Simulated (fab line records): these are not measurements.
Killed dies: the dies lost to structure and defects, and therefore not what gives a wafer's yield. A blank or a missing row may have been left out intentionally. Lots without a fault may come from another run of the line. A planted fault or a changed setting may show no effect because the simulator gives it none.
Chamber matching :: flow nand harc :: pecvd-02 running NHARC_A_M0_DEP_32: 3 sister chambers
The step deposits SiCN, target thk 30 nm. 6 wafers are shown with their chamber, then 7 later ones without.

== WAFERS, EACH WITH ITS CHAMBER ==
wafer: L080.2
chamber: 2
heater power w (W): 716

wafer: L078.2
chamber: 1
heater power w (W): 641

wafer: L078.5
chamber: 0
heater power w (W): 497

wafer: L078.6
chamber: 1
heater power w (W): 642

wafer: L084.4
chamber: 2
heater power w (W): 795

wafer: L084.5
chamber: 0
heater power w (W): 480

== WAFERS MISSING THEIR CHAMBER ==
wafer: L084.6
heater power w (W): 535

wafer: L088.1
heater power w (W): 642

wafer: L088.5
heater power w (W): 636

wafer: L088.6
heater power w (W): 751

wafer: L095.2
heater power w (W): 606

wafer: L095.4
heater power w (W): 507

wafer: L095.5
heater power w (W): 678

== THE CHAMBER EACH PASSED THROUGH ==
wafer: L084.6
from the rows above: can't be placed: 0 or 1
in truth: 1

wafer: L088.1
from the rows above: 1
in truth: 1

wafer: L088.5
from the rows above: 1
in truth: 1

wafer: L088.6
from the rows above: 2
in truth: 2

wafer: L095.2
from the rows above: 1
in truth: 1

wafer: L095.4
from the rows above: 0
in truth: 0

wafer: L095.5
from the rows above: can't be placed: 1 or 2
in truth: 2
Correct placement for 5 of the 7. Not placeable from these rows: 2 (in 2, the candidates include the true chamber). Wrongly placed: 0.
How it was worked out, from the rows above alone: a wafer's distance from a chamber is the root of the sum, over the readings, of the square of ((its reading less the chamber's mean) divided by the reading's scatter). If the next closest chamber is less than 2 further off than the closest, the wafer can't be placed; otherwise it belongs to the closest. For every chamber, the mean is computed from those of its wafers that are shown. How the scatter is found: for the shown wafers, subtract from each reading the mean of its chamber, square and add these, divide the total by (wafers less chambers), then take the root.
